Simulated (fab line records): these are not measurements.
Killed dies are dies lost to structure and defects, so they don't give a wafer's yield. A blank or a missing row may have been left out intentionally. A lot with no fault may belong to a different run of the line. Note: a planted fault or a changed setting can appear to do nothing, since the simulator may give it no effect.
Chamber matching | flow nand harc | rie diel-03 running NHARC_A_STAIRCASE_ETCH_23: 4 sister chambers
The step etches the open film in C4F8/O2, target depth 100 nm, time 40.5 s. 8 wafers are shown with their chamber, then 6 later ones without.

## WAFERS WITH THEIR CHAMBER
wafer  | chamber | run length s (s) | chamber pressure mTorr (mTorr)
L342.3 | 0       | 61.6             | 24.947
L344.3 | 0       | 61.5             | 24.995
L343.6 | 1       | 62.2             | 24.976
L354.3 | 3       | 62.2             | 24.997
L354.6 | 2       | 62.1             | 25.002
L355.1 | 3       | 62.4             | 24.993
L355.2 | 1       | 61.8             | 24.997
L355.5 | 2       | 62.4             | 25.046

## WAFERS MISSING THEIR CHAMBER
wafer  | run length s (s) | chamber pressure mTorr (mTorr)
L359.1 | 62.2             | 25.002
L359.3 | 61.7             | 25.000
L359.6 | 62.7             | 25.003
L360.2 | 61.7             | 24.976
L360.4 | 62.6             | 24.991
L360.6 | 62.5             | 24.994

## EACH ONE'S CHAMBER
wafer  | from the rows above               | in truth
L359.1 | can't be placed: 3 or 2 or 1      | 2
L359.3 | can't be placed: 0 or 1 or 2 or 3 | 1
L359.6 | can't be placed: 3 or 2 or 1      | 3
L360.2 | can't be placed: 0 or 1           | 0
L360.4 | can't be placed: 3 or 2 or 1      | 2
L360.6 | can't be placed: 3 or 2 or 1      | 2
Correct placement for 0 of the 6. These rows do not allow placing 6 (true chamber among the candidates in 6). 0 placed wrongly.
How it was worked out, from the rows above alone: a wafer's distance from a chamber is the root of the sum, over the readings, of the square of ((its reading less the chamber's mean) divided by the reading's scatter). The wafer belongs to the nearest chamber; if the next one is less than 2 further off, it can't be placed. For every chamber, the mean is computed from those of its wafers that are shown. The scatter: the root of (the sum of the squares of (reading less its chamber's mean) over the shown wafers, divided by (wafers less chambers)).
